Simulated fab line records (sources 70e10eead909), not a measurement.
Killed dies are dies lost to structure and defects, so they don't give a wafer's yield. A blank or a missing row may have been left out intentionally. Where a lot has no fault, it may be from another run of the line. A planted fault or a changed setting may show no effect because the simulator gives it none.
Chamber matching    flow nandHarc    4 sister chambers for NHARC_A_CHANNEL_FILL_D1_ALD_16 on aldHk-04
The step deposits SiO2, target thk 1.5 nm, pulse time 10 s, ald cycles 15. 8 wafers are shown with their chamber, then 7 later ones without.

## WAFERS, EACH WITH ITS CHAMBER
wafer   chamber  heaterPowerW (W)  precursorPulseHeightRel
L749.3  1        494               1.008
L750.1  2        577               0.992
L750.5  0        475               1.001
L754.1  2        550               0.973
L754.2  3        460               0.960
L754.4  0        457               0.969
L756.2  1        508               0.999
L756.4  3        453               0.990

## WAFERS WHOSE CHAMBER IS MISSING
wafer   heaterPowerW (W)  precursorPulseHeightRel
L756.6  458               0.995
L766.1  452               1.003
L766.2  500               1.009
L766.6  502               1.000
L768.2  460               1.019
L768.3  568               0.995
L768.5  467               0.976

## THE CHAMBER EACH PASSED THROUGH
wafer   from the rows above           in truth
L756.6  can't be placed: 0 or 3       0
L766.1  can't be placed: 0 or 3       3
L766.2  1                             1
L766.6  1                             1
L768.2  can't be placed: 0 or 3 or 1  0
L768.3  2                             2
L768.5  can't be placed: 0 or 3       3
Placed correctly: 3 of 7. Not placeable from these rows: 4 (in 4, the candidates include the true chamber). Placed wrongly: 0.
How it was worked out, from the rows above alone: a wafer's distance from a chamber is the root of the sum, over the readings, of the square of ((its reading less the chamber's mean) divided by the reading's scatter). The wafer belongs to the nearest chamber; if the next one is less than 2 further off, it can't be placed. A chamber's mean is the mean of its shown wafers. The scatter is the square root of a quotient: the sum, over the shown wafers, of each reading's squared deviation from its chamber's mean, divided by wafers minus chambers.
